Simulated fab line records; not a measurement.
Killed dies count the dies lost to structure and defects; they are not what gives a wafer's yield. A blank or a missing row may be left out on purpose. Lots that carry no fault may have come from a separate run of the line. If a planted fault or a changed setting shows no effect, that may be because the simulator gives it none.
fab line records	flow n5Finfet
record lots=24	wafers=72	lastDay=18
route steps=1938 shown ZERO_LAYER@13 FIN_SAQP@116 FIN_CUT@163
lots untouched by any fault: they come from a run of this same line in which no faults occurred
startH: hours from the record's opening day to when the first of the lot's shown wafers began	waitH: hours elapsed since this lot's preceding step	" identical to the entry in the row above	L1.1+2: a row that stands for several wafers	- no value, or no start was given	* or withheld: withheld	< > ~ a bound
route shown NAME@n: names a module that has steps shown in the file, with the first one's number in the route	usual: mean and standard deviation over wafers with no fault	same: alike in all rows	chamber/n: place in a boat	sites: the reading at each site	_std_site: the standard deviation of these	_edge_site: mean of outer sites minus mean of inner sites	radiusMm: for every site, how far away it sits from the centre of the wafer	mask NAME#n: copy n	behind: the tool/chamber that last shaped the wafer	hold: reason for holding the lot/hours on hold/outcome of the hold	device: which transistor (n, p or np) failed to switch	end of line: the same wafers' tests at the end of the route	for a step that has no rows: nothing shown but its recipe	killed: dies that structure and defects cost at the first sort, which is not the same as the wafer's yield	map: the dies of a wafer, with x for killed, . for not killed, _ for no die there
set.NAME: setting as actually run; set.NAME@STEP: the setting as run at that earlier step	model.NAME: the simulator's own value behind a step, which no gauge read
the route's steps for a sample of lots (tables are steps, rows are wafers)
services: from which hour (startH, from the record's first day; less than 0 if before it) a tool's chamber was out of use, for how many hours, and why
## steps
# step N5_ZERO_LAYER_CD_MEAS_11
# recipe targetCdNm=2000	landingEnergyEv=500	detector=seInlens
# usual cdNm=2000.9/2.1
lot.wafer	tool	chamber	startH	waitH	cdNm
L074.2	cdSem-01	0	12.77	-	2001.7
L074.3	"	0	"	"	2003.8
L074.5	"	0	"	"	2001.3
L075.1	cdSem-01	0	18.64	-	2003.3
L075.5	"	0	"	"	2000.3
L075.6	"	0	"	"	1999.6
L076.1	cdSem-02	0	24.65	-	1999.6
L076.3	"	0	"	"	2002.2
L076.5	"	0	"	"	1997.8
L077.2	cdSem-03	0	30.79	-	1999.0
L077.5	"	0	"	"	2000.7
L077.6	"	0	"	"	1999.7
L078.3	cdSem-03	0	36.77	-	2000.8
L078.5	"	0	"	"	1997.7
L078.6	"	0	"	"	1995.7
L079.2	cdSem-03	0	42.77	-	2002.8
L079.5	"	0	"	"	2007.0
L079.6	"	0	"	"	2002.3
L080.2	cdSem-02	0	48.78	-	1997.4
L080.3	"	0	"	"	2000.5
L080.6	"	0	"	"	1999.4
L081.1	cdSem-02	0	54.77	-	1998.8
L081.4	"	0	"	"	2001.4
L081.6	"	0	"	"	2000.3
L082.1	cdSem-02	0	60.64	-	2002.5
L082.2	"	0	"	"	2004.4
L082.5	"	0	"	"	2001.6
L083.2	cdSem-03	0	66.78	-	1999.2
L083.5	"	0	"	"	2001.1
L083.6	"	0	"	"	1999.5
L084.1	cdSem-02	0	72.79	-	2000.3
L084.5	"	0	"	"	2000.8
L084.6	"	0	"	"	1997.9
L085.2	cdSem-02	0	78.77	-	1999.7
L085.3	"	0	"	"	2000.3
L085.5	"	0	"	"	2003.5
L086.1	cdSem-02	0	84.64	-	2002.7
L086.5	"	0	"	"	2001.2
L086.6	"	0	"	"	2001.0
L087.2	cdSem-03	0	90.77	-	2002.1
L087.3	"	0	"	"	2002.1
L087.5	"	0	"	"	2005.8
L088.1	cdSem-01	0	96.77	-	2002.3
L088.3	"	0	"	"	2001.8
L088.5	"	0	"	"	2001.4
L089.1	cdSem-03	0	102.77	-	2000.4
L089.2	"	0	"	"	2002.8
L089.5	"	0	"	"	1998.9
L090.1	cdSem-03	0	108.95	-	2003.6
L090.3	"	0	"	"	2001.1
L090.4	"	0	"	"	2001.8
L091.1	cdSem-01	0	114.66	-	1998.7
L091.2	"	0	"	"	1996.6
L091.5	"	0	"	"	1999.9
L092.1	cdSem-02	0	120.77	-	1999.0
L092.2	"	0	"	"	2000.4
L092.3	"	0	"	"	1999.5
L093.1	cdSem-03	0	126.66	-	2000.5
L093.4	"	0	"	"	1999.9
L093.5	"	0	"	"	2000.6
L094.2	cdSem-03	0	132.64	-	2000.6
L094.4	"	0	"	"	2003.6
L094.5	"	0	"	"	1999.6
L095.2	cdSem-01	0	138.65	-	2003.5
L095.3	"	0	"	"	2004.9
L095.4	"	0	"	"	2001.9
L096.2	cdSem-03	0	144.64	-	2003.4
L096.3	"	0	"	"	2002.0
L096.6	"	0	"	"	2000.3
L097.1	cdSem-02	0	150.69	-	2002.8
L097.5	"	0	"	"	2000.2
L097.6	"	0	"	"	2001.6
# step N5_FIN_SAQP_ETCH_52
# recipe chemistry=N2/H2	target=SOC	targetDepthA=1000	overetchA=200	maskMaterial=SiARC	tempC=40	timeS=150	ionEnergyEv=200	pressureMtorr=30	sourceW=840	biasW=150	n2FlowSccm=200	h2FlowSccm=200	ends=endPoint
# usual drypumpMotorCurrentA=5.6/0.47	h2FlowSccm=200.0/0.62	oesProductAu=0.68/0.077	rfVppV=522.4/2.1	showerheadPlenumPTorr=2.49/0.066	throttleValvePct=17.87/0.22
lot.wafer	tool	chamber	startH	waitH	drypumpMotorCurrentA	h2FlowSccm	oesProductAu	rfHoursCounterH	rfVppV	showerheadPlenumPTorr	throttleValvePct
L074.2	rieDiel-02	2	22.26	0.0	5.4	199.6	0.63	218	521.2	2.42	18.09
L074.3	"	3	"	"	6.5	200.0	0.64	172	521.5	2.45	17.78
L074.5	"	0	"	"	5.6	200.1	0.68	-	520.5	2.44	17.92
L075.1	rieDiel-06	1	28.22	0.0	4.9	199.8	0.78	63	525.3	2.58	17.47
L075.5	"	2	"	"	5.5	200.0	0.86	-	526.6	2.61	17.91
L075.6	"	3	"	"	5.3	200.6	0.63	-	522.2	2.51	17.72
L076.1	rieDiel-02	3	34.34	0.0	6.6	200.3	0.63	176	520.2	2.45	17.79
L076.3	"	0	"	"	5.6	200.1	0.68	143	521.2	2.44	17.93
L076.5	"	1	"	"	5.4	199.5	0.63	-	520.5	2.40	17.76
L077.2	rieDiel-01	2	40.20	0.0	5.1	199.5	0.65	198	522.6	2.52	17.78
L077.5	"	2	"	"	5.2	200.3	0.65	-	521.5	2.52	17.78
L077.6	"	3	"	"	6.0	200.4	0.62	-	522.1	2.51	18.11
L078.3	rieDiel-06	1	45.72	0.0	4.9	201.3	0.77	69	524.7	2.57	17.49
L078.5	"	0	"	"	5.5	200.8	0.64	-	521.2	2.42	18.15
L078.6	"	1	"	"	4.9	201.5	0.77	-	525.2	2.57	17.46
L079.2	rieDiel-02	1	51.63	0.0	5.4	199.9	0.63	198	520.9	2.40	17.77
L079.5	"	1	"	"	5.4	200.2	0.63	-	521.2	2.40	17.79
L079.6	"	0	"	"	5.5	200.1	0.68	-	522.1	2.44	17.94
L080.2	rieDiel-01	1	58.48	0.0	6.7	200.3	0.64	213	523.4	2.51	18.20
L080.3	"	2	"	"	5.2	200.1	0.65	205	523.9	2.51	17.78
L080.6	"	3	"	"	6.1	200.5	0.62	-	522.9	2.51	18.10
L081.1	rieDiel-06	0	64.49	0.0	5.5	200.3	0.64	222	519.2	2.41	18.16
L081.4	"	3	"	"	5.3	199.2	0.62	232	523.9	2.51	17.75
L081.6	"	2	"	"	5.5	200.6	0.83	-	525.7	2.60	17.93
L082.1	rieDiel-06	0	70.64	0.0	5.6	200.6	0.64	224	521.2	2.41	18.17
L082.2	"	1	"	"	4.9	200.1	0.76	77	522.8	2.57	17.50
L082.5	"	2	"	"	5.5	199.5	0.82	-	527.9	2.60	17.95
L083.2	rieDiel-02	0	76.52	0.0	5.6	200.2	0.67	157	521.1	2.43	17.94
L083.5	"	0	"	"	5.6	200.7	0.67	-	520.5	2.43	17.95
L083.6	"	1	"	"	5.4	200.0	0.62	-	520.6	2.40	17.76
L084.1	rieDiel-02	2	82.49	0.0	5.4	199.8	0.62	239	520.3	2.41	18.11
L084.5	"	3	"	"	6.5	198.2	0.62	-	521.5	2.44	17.82
L084.6	"	2	"	"	5.4	199.7	0.62	-	519.8	2.41	18.09
L085.2	rieDiel-01	1	89.77	0.0	6.7	200.6	0.64	225	522.1	2.51	18.21
L085.3	"	3	"	"	6.1	200.2	0.61	238	523.3	2.51	18.11
L085.5	"	2	"	"	5.2	198.9	0.63	-	524.3	2.51	17.80
L086.1	rieDiel-02	0	95.19	0.0	5.6	199.4	0.67	164	521.1	2.43	17.96
L086.5	"	0	"	"	5.6	200.3	0.66	-	520.3	2.43	17.96
L086.6	"	3	"	"	6.6	199.9	0.63	-	520.6	2.44	17.82
L087.2	rieDiel-06	0	100.53	0.0	5.5	199.6	0.63	233	519.3	2.41	18.18
L087.3	"	2	"	"	5.5	199.0	0.80	29	525.1	2.60	17.94
L087.5	"	0	"	"	5.5	198.8	0.63	-	519.8	2.41	18.18
L088.1	rieDiel-06	0	109.36	0.0	5.6	199.8	0.63	238	520.0	2.41	18.19
L088.3	"	3	"	"	5.3	199.8	0.61	246	523.1	2.50	17.76
L088.5	"	0	"	"	5.6	200.1	0.63	-	521.0	2.41	18.20
L089.1	rieDiel-01	2	115.44	0.0	5.2	200.7	0.62	227	523.6	2.51	17.82
L089.2	"	1	"	"	6.7	199.6	0.63	236	523.3	2.50	18.22
L089.5	"	1	"	"	6.7	199.0	0.62	-	521.5	2.50	18.24
L090.1	rieDiel-06	0	119.31	0.0	5.6	200.4	0.63	243	520.4	2.41	18.19
L090.3	"	1	"	"	4.9	200.2	0.73	97	524.2	2.56	17.55
L090.4	"	0	"	"	5.6	200.7	0.63	-	520.3	2.41	18.21
L091.1	rieDiel-06	0	126.72	0.0	5.5	200.5	0.62	249	519.0	2.40	18.21
L091.2	"	1	"	"	4.9	200.3	0.74	103	523.7	2.56	17.54
L091.5	"	2	"	"	5.5	200.1	0.79	-	525.0	2.59	17.97
L092.1	rieDiel-06	1	133.18	0.1	4.9	199.8	0.73	106	523.9	2.56	17.55
L092.2	"	0	"	"	5.6	201.4	0.62	252	519.5	2.40	18.22
L092.3	"	0	"	"	5.5	200.5	0.62	-	519.3	2.40	18.21
L093.1	rieDiel-06	3	136.62	0.0	5.3	199.6	0.88	1	521.8	2.50	17.39
L093.4	"	3	"	"	5.3	199.2	0.88	-	523.9	2.50	17.39
L093.5	"	1	"	"	4.9	199.4	0.74	-	523.7	2.56	17.56
L094.2	rieDiel-01	0	143.76	0.0	6.0	199.9	0.71	108	524.9	2.55	17.74
L094.4	"	3	"	"	6.1	199.2	0.87	-	523.1	2.50	17.69
L094.5	"	2	"	"	5.1	199.0	0.62	-	524.0	2.50	17.85
L095.2	rieDiel-01	3	149.26	0.0	6.1	200.3	0.86	5	522.0	2.50	17.70
L095.3	"	0	"	"	6.0	200.3	0.71	112	525.5	2.55	17.75
L095.4	"	2	"	"	5.1	199.5	0.61	-	523.8	2.50	17.86
L096.2	rieDiel-02	1	155.57	0.1	5.3	199.8	0.61	228	520.4	2.39	17.84
L096.3	"	0	"	"	5.6	200.4	0.66	-	520.9	2.43	17.98
L096.6	"	0	"	"	5.6	200.0	0.66	-	520.6	2.43	17.98
L097.1	rieDiel-01	3	160.22	0.0	6.1	200.8	0.82	10	521.5	2.50	17.71
L097.5	"	0	"	"	6.0	198.8	0.70	-	524.4	2.55	17.76
L097.6	"	2	"	"	5.2	199.3	0.61	-	523.2	2.50	17.86
# step N5_FIN_SAQP_MANDREL1_REMOVE_56
# recipe chemistry=HBr/Cl2/O2	btTimeS=10	target=a-Si	stopOn=SiNx	endpoint=OES-SiCl	overEtchFrac=1	icpW=600	biasW=22	HBr_flow_sccm=150	Cl2_flow_sccm=80	O2_flow_sccm=5	pressureMtorr=10
# usual drypumpMotorCurrentA=5.7/0.43	oesProductAu=0.995/0.023	throttleValvePct=36.7/0.35
lot.wafer	tool	chamber	startH	waitH	drypumpMotorCurrentA	oesProductAu	rfHoursCounterH	throttleValvePct
L074.2	rieSi-03	1	24.48	0.1	6.3	0.948	66	36.5
L074.3	"	3	"	"	5.2	0.973	86	36.8
L074.5	"	2	"	"	6.0	1.023	-	37.2
L075.1	rieSi-02	1	30.19	0.1	5.8	0.957	1	36.4
L075.5	"	1	"	"	5.8	0.970	-	36.4
L075.6	"	0	"	"	5.6	0.999	-	36.4
L076.1	rieSi-03	2	36.27	0.1	6.0	1.020	84	37.2
L076.3	"	3	"	"	5.2	0.974	86	36.8
L076.5	"	2	"	"	6.0	1.015	-	37.2
L077.2	rieSi-03	3	42.14	0.1	5.2	0.974	86	36.8
L077.5	"	2	"	"	6.0	1.015	-	37.2
L077.6	"	1	"	"	6.3	0.956	-	36.5
L078.3	rieSi-02	2	47.74	0.1	5.0	0.997	62	36.8
L078.5	"	0	"	"	5.6	1.001	-	36.4
L078.6	"	3	"	"	6.1	1.033	-	36.3
L079.2	rieSi-06	1	53.58	0.1	5.1	0.984	180	36.7
L079.5	"	2	"	"	5.4	1.009	-	36.5
L079.6	"	3	"	"	6.3	0.980	-	36.7
L080.2	rieSi-03	1	60.49	0.1	6.3	0.965	67	36.5
L080.3	"	3	"	"	5.2	0.980	86	36.8
L080.6	"	0	"	"	5.6	1.002	-	37.5
L081.1	rieSi-02	0	66.50	0.1	5.6	1.005	179	36.4
L081.4	"	3	"	"	6.1	1.035	27	36.3
L081.6	"	2	"	"	5.0	1.006	-	36.8
L082.1	rieSi-06	2	72.62	0.1	5.4	1.010	2	36.5
L082.2	"	1	"	"	5.1	0.977	180	36.8
L082.5	"	0	"	"	5.4	0.979	-	36.8
L083.2	rieSi-02	3	78.69	0.1	6.1	1.041	28	36.3
L083.5	"	2	"	"	5.1	1.010	-	36.8
L083.6	"	3	"	"	6.1	1.048	-	36.3
L084.1	rieSi-02	3	84.33	0.1	6.1	1.048	28	36.3
L084.5	"	2	"	"	5.0	1.013	-	36.8
L084.6	"	3	"	"	6.1	1.043	-	36.3
L085.2	rieSi-02	0	91.76	0.1	5.6	0.993	179	36.4
L085.3	"	1	"	"	5.8	0.979	2	36.4
L085.5	"	0	"	"	5.6	1.000	-	36.4
L086.1	rieSi-06	0	97.12	0.1	5.4	0.992	27	36.8
L086.5	"	3	"	"	6.3	0.974	-	36.6
L086.6	"	2	"	"	5.4	1.013	-	36.5
L087.2	rieSi-03	0	102.90	0.1	5.6	1.005	48	37.5
L087.3	"	3	"	"	5.2	0.972	87	36.8
L087.5	"	1	"	"	6.3	0.965	-	36.5
L088.1	rieSi-03	1	111.86	0.1	6.3	0.952	68	36.5
L088.3	"	0	"	"	5.6	0.998	48	37.5
L088.5	"	0	"	"	5.6	1.002	-	37.5
L089.1	rieSi-06	3	117.33	0.1	6.3	0.980	94	36.7
L089.2	"	1	"	"	5.1	0.980	181	36.7
L089.5	"	0	"	"	5.4	0.990	-	36.8
L090.1	rieSi-06	3	121.63	0.1	6.4	0.987	94	36.7
L090.3	"	2	"	"	5.4	1.012	3	36.5
L090.4	"	1	"	"	5.1	0.984	181	36.7
L091.1	rieSi-02	0	128.75	0.1	5.6	1.006	180	36.4
L091.2	"	1	"	"	5.8	0.979	3	36.4
L091.5	"	1	"	"	5.8	0.978	-	36.4
L092.1	rieSi-02	1	135.32	0.1	5.8	0.971	3	36.4
L092.2	"	2	"	"	5.1	1.002	64	36.8
L092.3	"	3	"	"	6.1	1.034	29	36.3
L093.1	rieSi-03	1	138.62	0.1	6.3	0.966	68	36.5
L093.4	"	3	"	"	5.2	0.975	88	36.8
L093.5	"	1	"	"	6.3	0.963	-	36.5
L094.2	rieSi-02	3	146.23	0.1	6.1	1.030	29	36.3
L094.4	"	1	"	"	5.8	0.973	3	36.4
L094.5	"	0	"	"	5.6	1.001	-	36.4
L095.2	rieSi-02	1	151.84	0.1	5.8	0.967	3	36.4
L095.3	"	3	"	"	6.1	1.040	29	36.3
L095.4	"	2	"	"	5.0	1.007	64	36.8
L096.2	rieSi-02	2	157.57	0.1	5.1	1.008	64	36.8
L096.3	"	0	"	"	5.6	0.999	180	36.4
L096.6	"	1	"	"	5.8	0.974	-	36.4
L097.1	rieSi-03	1	162.49	0.1	6.3	0.959	68	36.6
L097.5	"	1	"	"	6.3	0.966	-	36.5
L097.6	"	2	"	"	6.0	1.021	-	37.2
# step N5_FIN_SAQP_CD_MEAS_31
# recipe targetCdNm=8	landingEnergyEv=1000	detector=seInlens	polarity=line
# usual cdNm=8.13/0.2
lot.wafer	tool	chamber	startH	waitH	cdNm
L074.2	cdSem-03	0	26.73	0.1	8.23
L074.3	"	0	"	"	8.26
L074.5	"	0	"	"	8.07
L075.1	cdSem-01	0	31.85	0.1	8.29
L075.5	"	0	"	"	8.32
L075.6	"	0	"	"	8.44
L076.1	cdSem-02	0	38.71	0.1	7.73
L076.3	"	0	"	"	7.65
L076.5	"	0	"	"	8.00
L077.2	cdSem-03	0	43.86	0.1	7.92
L077.5	"	0	"	"	8.22
L077.6	"	0	"	"	8.27
L078.3	cdSem-01	0	49.54	0.1	7.94
L078.5	"	0	"	"	8.13
L078.6	"	0	"	"	7.88
L079.2	cdSem-01	0	55.29	0.1	8.15
L079.5	"	0	"	"	7.95
L079.6	"	0	"	"	8.34
L080.2	cdSem-02	0	62.71	0.1	8.26
L080.3	"	0	"	"	8.07
L080.6	"	0	"	"	8.28
L081.1	cdSem-02	0	68.31	0.1	7.85
L081.4	"	0	"	"	7.76
L081.6	"	0	"	"	8.32
L082.1	cdSem-03	0	74.38	0.1	8.14
L082.2	"	0	"	"	7.89
L082.5	"	0	"	"	8.05
L083.2	cdSem-01	0	80.68	0.1	8.27
L083.5	"	0	"	"	7.76
L083.6	"	0	"	"	8.03
L084.1	cdSem-03	0	87.69	0.1	8.23
L084.5	"	0	"	"	8.38
L084.6	"	0	"	"	8.22
L085.2	cdSem-01	0	94.13	0.1	8.25
L085.3	"	0	"	"	8.18
L085.5	"	0	"	"	8.05
L086.1	cdSem-02	0	99.03	0.1	8.21
L086.5	"	0	"	"	8.03
L086.6	"	0	"	"	7.95
L087.2	cdSem-01	0	105.55	0.1	8.05
L087.3	"	0	"	"	8.08
L087.5	"	0	"	"	8.23
L088.1	cdSem-03	0	113.93	0.1	8.31
L088.3	"	0	"	"	7.60
L088.5	"	0	"	"	8.25
L089.1	cdSem-02	0	119.31	0.1	7.87
L089.2	"	0	"	"	8.16
L089.5	"	0	"	"	7.97
L090.1	cdSem-01	0	124.98	0.1	7.78
L090.3	"	0	"	"	8.21
L090.4	"	0	"	"	8.05
L091.1	cdSem-03	0	130.91	0.1	7.99
L091.2	"	0	"	"	8.18
L091.5	"	0	"	"	8.04
L092.1	cdSem-01	0	137.85	0.1	8.00
L092.2	"	0	"	"	8.13
L092.3	"	0	"	"	7.96
L093.1	cdSem-02	0	140.62	0.1	8.12
L093.4	"	0	"	"	8.14
L093.5	"	0	"	"	8.21
L094.2	cdSem-03	0	148.03	0.1	8.16
L094.4	"	0	"	"	7.93
L094.5	"	0	"	"	7.90
L095.2	cdSem-01	0	154.72	0.1	8.27
L095.3	"	0	"	"	8.36
L095.4	"	0	"	"	8.51
L096.2	cdSem-01	0	159.28	0.1	8.51
L096.3	"	0	"	"	8.06
L096.6	"	0	"	"	7.85
L097.1	cdSem-03	0	164.20	0.1	8.31
L097.5	"	0	"	"	7.89
L097.6	"	0	"	"	8.05
# step N5_FIN_CUT_CD_MEAS_08
# recipe targetCdNm=29.1	landingEnergyEv=500	detector=seInlens	polarity=opening
# usual cdNm=29.02/0.24
lot.wafer	tool	chamber	startH	waitH	cdNm
L074.2	cdSem-01	0	27.74	-	28.92
L074.3	"	0	"	"	28.92
L074.5	"	0	"	"	28.21
L075.1	cdSem-03	0	32.74	-	28.86
L075.5	"	0	"	"	28.75
L075.6	"	0	"	"	29.19
L076.1	cdSem-02	0	39.63	-	29.07
L076.3	"	0	"	"	28.83
L076.5	"	0	"	"	29.30
L077.2	cdSem-01	0	44.87	-	29.10
L077.5	"	0	"	"	28.73
L077.6	"	0	"	"	29.01
L078.3	cdSem-02	0	50.56	-	29.37
L078.5	"	0	"	"	29.20
L078.6	"	0	"	"	29.29
L079.2	cdSem-01	0	56.45	-	29.01
L079.5	"	0	"	"	29.15
L079.6	"	0	"	"	29.23
L080.2	cdSem-01	0	63.99	-	28.67
L080.3	"	0	"	"	29.14
L080.6	"	0	"	"	28.81
L081.1	cdSem-02	0	69.32	-	29.05
L081.4	"	0	"	"	28.72
L081.6	"	0	"	"	28.95
L082.1	cdSem-02	0	75.45	-	29.02
L082.2	"	0	"	"	28.77
L082.5	"	0	"	"	28.90
L083.2	cdSem-02	0	81.59	-	28.40
L083.5	"	0	"	"	28.68
L083.6	"	0	"	"	29.08
L084.1	cdSem-01	0	88.81	-	29.38
L084.5	"	0	"	"	29.64
L084.6	"	0	"	"	28.95
L085.2	cdSem-01	0	95.02	-	29.06
L085.3	"	0	"	"	29.13
L085.5	"	0	"	"	28.85
L086.1	cdSem-02	0	100.47	-	29.21
L086.5	"	0	"	"	29.23
L086.6	"	0	"	"	29.02
L087.2	cdSem-02	0	110.16	-	29.23
L087.3	"	0	"	"	28.69
L087.5	"	0	"	"	29.46
L088.1	cdSem-03	0	114.90	-	29.00
L088.3	"	0	"	"	29.23
L088.5	"	0	"	"	29.35
L089.1	cdSem-03	0	120.25	-	28.94
L089.2	"	0	"	"	29.13
L089.5	"	0	"	"	28.75
L090.1	cdSem-01	0	125.94	-	28.70
L090.3	"	0	"	"	29.16
L090.4	"	0	"	"	29.33
L091.1	cdSem-02	0	131.95	-	29.03
L091.2	"	0	"	"	29.07
L091.5	"	0	"	"	29.07
L092.1	cdSem-01	0	138.73	-	29.26
L092.2	"	0	"	"	29.09
L092.3	"	0	"	"	29.18
L093.1	cdSem-03	0	141.74	-	29.09
L093.4	"	0	"	"	28.70
L093.5	"	0	"	"	29.11
L094.2	cdSem-01	0	148.91	-	28.99
L094.4	"	0	"	"	29.21
L094.5	"	0	"	"	29.35
L095.2	cdSem-03	0	155.66	-	28.54
L095.3	"	0	"	"	29.40
L095.4	"	0	"	"	28.80
L096.2	cdSem-02	0	160.17	-	29.12
L096.3	"	0	"	"	29.12
L096.6	"	0	"	"	29.05
L097.1	cdSem-02	0	165.12	-	29.06
L097.5	"	0	"	"	28.59
L097.6	"	0	"	"	28.91
# step N5_FIN_CUT_DESCUM_13
# recipe chemistry=O2	timeS=7	sourcePowerW=50	biasPowerW=20	pressureMtorr=20	rfFrequencyHz=2.712e+07	tempC=40	resist=CAR-EUV	o2FlowSccm=225
# usual drypumpMotorCurrentA=5.5/0.41	oesProductAu=0.77/0.064	rfVppV=243.2/1.1	showerheadPlenumPTorr=2.11/0.054	throttleValvePct=20.53/0.15
lot.wafer	tool	chamber	startH	waitH	drypumpMotorCurrentA	oesProductAu	rfHoursCounterH	rfVppV	showerheadPlenumPTorr	throttleValvePct
L074.2	rieDiel-04	0	27.86	0.0	6.1	0.76	148	242.7	2.10	20.43
L074.3	"	3	"	"	5.0	0.71	198	242.9	2.09	20.64
L074.5	"	1	"	"	5.6	0.83	-	243.6	2.12	20.69
L075.1	rieDiel-05	2	33.16	0.3	5.2	0.76	133	243.1	2.11	20.36
L075.5	"	0	"	"	5.8	0.76	-	244.1	2.21	20.67
L075.6	"	1	"	"	5.6	0.75	-	244.4	2.10	20.49
L076.1	rieDiel-03	0	39.77	0.0	5.5	0.96	12	242.6	2.06	20.40
L076.3	"	1	"	"	5.1	0.82	110	243.5	2.13	20.58
L076.5	"	3	"	"	5.6	0.81	-	244.3	2.20	20.74
L077.2	rieDiel-05	3	44.99	0.0	5.8	0.78	122	243.0	2.10	20.43
L077.5	"	1	"	"	5.6	0.74	-	244.9	2.10	20.50
L077.6	"	2	"	"	5.3	0.76	-	243.6	2.11	20.33
L078.3	rieDiel-03	3	50.68	0.0	5.6	0.79	120	245.1	2.20	20.73
L078.5	"	0	"	"	5.4	0.94	-	242.5	2.06	20.41
L078.6	"	1	"	"	5.1	0.81	-	244.2	2.13	20.60
L079.2	rieDiel-04	3	56.63	0.1	4.9	0.72	207	241.5	2.08	20.67
L079.5	"	0	"	"	6.1	0.75	-	242.9	2.10	20.45
L079.6	"	1	"	"	5.6	0.82	-	244.3	2.12	20.69
L080.2	rieDiel-04	0	64.12	0.0	6.2	0.76	159	244.2	2.09	20.46
L080.3	"	2	"	"	6.5	0.71	206	241.7	1.99	20.36
L080.6	"	0	"	"	6.1	0.76	-	243.4	2.09	20.46
L081.1	rieDiel-05	2	69.66	0.2	5.3	0.76	142	243.6	2.11	20.36
L081.4	"	0	"	"	5.8	0.76	156	243.8	2.21	20.67
L081.6	"	2	"	"	5.2	0.76	-	243.3	2.11	20.36
L082.1	rieDiel-05	3	75.58	0.0	5.8	0.77	129	243.3	2.10	20.46
L082.2	"	2	"	"	5.3	0.75	143	243.1	2.11	20.34
L082.5	"	3	"	"	5.8	0.77	-	244.1	2.10	20.45
L083.2	rieDiel-04	0	81.71	0.0	6.1	0.75	165	242.9	2.09	20.47
L083.5	"	3	"	"	5.0	0.71	-	244.4	2.08	20.65
L083.6	"	0	"	"	6.1	0.74	-	243.3	2.09	20.46
L084.1	rieDiel-03	0	89.00	0.1	5.5	0.92	27	241.4	2.05	20.42
L084.5	"	0	"	"	5.5	0.92	-	243.2	2.05	20.39
L084.6	"	1	"	"	5.1	0.81	-	244.1	2.13	20.63
L085.2	rieDiel-03	2	95.19	0.1	5.1	0.69	222	244.3	2.15	20.30
L085.3	"	0	"	"	5.5	0.91	29	241.8	2.05	20.42
L085.5	"	0	"	"	5.5	0.92	-	243.0	2.05	20.40
L086.1	rieDiel-04	2	100.60	0.0	6.5	0.69	217	241.9	1.98	20.39
L086.5	"	1	"	"	5.5	0.80	-	244.0	2.11	20.73
L086.6	"	0	"	"	6.2	0.74	-	243.0	2.09	20.49
L087.2	rieDiel-05	2	110.72	0.5	5.3	0.74	154	242.5	2.10	20.38
L087.3	"	0	"	"	5.8	0.75	167	243.2	2.20	20.70
L087.5	"	3	"	"	5.8	0.77	-	243.7	2.09	20.48
L088.1	rieDiel-05	3	115.02	0.0	5.8	0.75	141	244.9	2.09	20.46
L088.3	"	1	"	"	5.5	0.73	169	244.2	2.09	20.55
L088.5	"	0	"	"	5.8	0.74	-	245.9	2.20	20.69
L089.1	rieDiel-03	2	120.72	0.4	5.1	0.69	228	244.9	2.15	20.29
L089.2	"	1	"	"	5.1	0.79	132	242.8	2.12	20.63
L089.5	"	1	"	"	5.1	0.79	-	243.4	2.12	20.62
L090.1	rieDiel-05	1	126.56	0.5	5.6	0.72	174	243.1	2.09	20.55
L090.3	"	3	"	"	5.9	0.76	146	243.3	2.09	20.48
L090.4	"	0	"	"	5.8	0.75	174	244.0	2.20	20.69
L091.1	rieDiel-03	3	132.47	0.4	5.6	0.78	146	243.4	2.19	20.79
L091.2	"	2	"	"	5.1	0.68	234	245.4	2.15	20.33
L091.5	"	2	"	"	5.1	0.67	-	242.8	2.15	20.31
L092.1	rieDiel-03	3	139.35	0.5	5.6	0.77	148	245.6	2.19	20.77
L092.2	"	1	"	"	5.1	0.78	141	243.2	2.12	20.64
L092.3	"	2	"	"	5.1	0.67	237	242.6	2.15	20.32
L093.1	rieDiel-04	3	141.86	0.0	5.0	0.70	227	243.3	2.08	20.68
L093.4	"	1	"	"	5.6	0.81	103	243.8	2.11	20.75
L093.5	"	2	"	"	6.5	0.69	-	240.0	1.98	20.39
L094.2	rieDiel-03	3	149.60	0.6	5.6	0.77	151	243.6	2.19	20.79
L094.4	"	0	"	"	5.4	0.88	48	240.9	2.05	20.44
L094.5	"	1	"	"	5.1	0.77	-	241.5	2.12	20.65
L095.2	rieDiel-04	1	155.79	0.0	5.5	0.80	106	242.3	2.11	20.75
L095.3	"	2	"	"	6.5	0.69	228	241.0	1.98	20.41
L095.4	"	3	"	"	5.0	0.69	231	242.2	2.08	20.70
L096.2	rieDiel-03	0	160.30	0.0	5.5	0.88	51	241.3	2.05	20.45
L096.3	"	1	"	"	5.1	0.77	147	243.3	2.12	20.64
L096.6	"	0	"	"	5.5	0.88	-	243.7	2.05	20.46
L097.1	rieDiel-03	0	165.25	0.0	5.5	0.87	52	242.1	2.05	20.45
L097.5	"	3	"	"	5.6	0.77	-	244.4	2.19	20.79
L097.6	"	0	"	"	5.5	0.87	-	241.8	2.05	20.45
## services
tool	chamber	startH	hours	kind
rieDiel-05	3	8.70	8.3	repair
rieDiel-04	1	20.40	7.2	repair
rieDiel-04	2	34.66	7.4	repair
rieSi-02	-	38.96	0.7	repair
rieDiel-03	2	63.50	4.4	repair
rieDiel-05	3	63.51	2.7	repair
rieDiel-03	-	78.65	2.5	repair
rieSi-06	0	81.36	1.9	repair
rieDiel-02	-	96.68	28.1	pm
rieDiel-01	-	105.62	2.8	pm
rieDiel-06	3	116.09	-	clean
rieDiel-06	3	116.09	-	consumableReplace:focusRing
rieDiel-06	3	116.09	18.1	scheduledDown
rieDiel-06	3	116.09	18.1	ventCycle
rieDiel-01	3	118.77	-	clean
rieDiel-04	-	118.88	14.6	pm
rieDiel-02	3	126.12	3.5	repair
rieDiel-06	0	141.86	-	clean
rieDiel-06	0	141.86	-	consumableReplace:focusRing
rieDiel-06	0	141.86	-	consumableReplace:showerhead
rieDiel-06	0	141.86	17.7	scheduledDown
rieDiel-06	0	141.86	17.7	ventCycle
rieDiel-02	3	143.67	19.0	repair
rieDiel-04	3	164.80	1.4	repair
## key
fault none
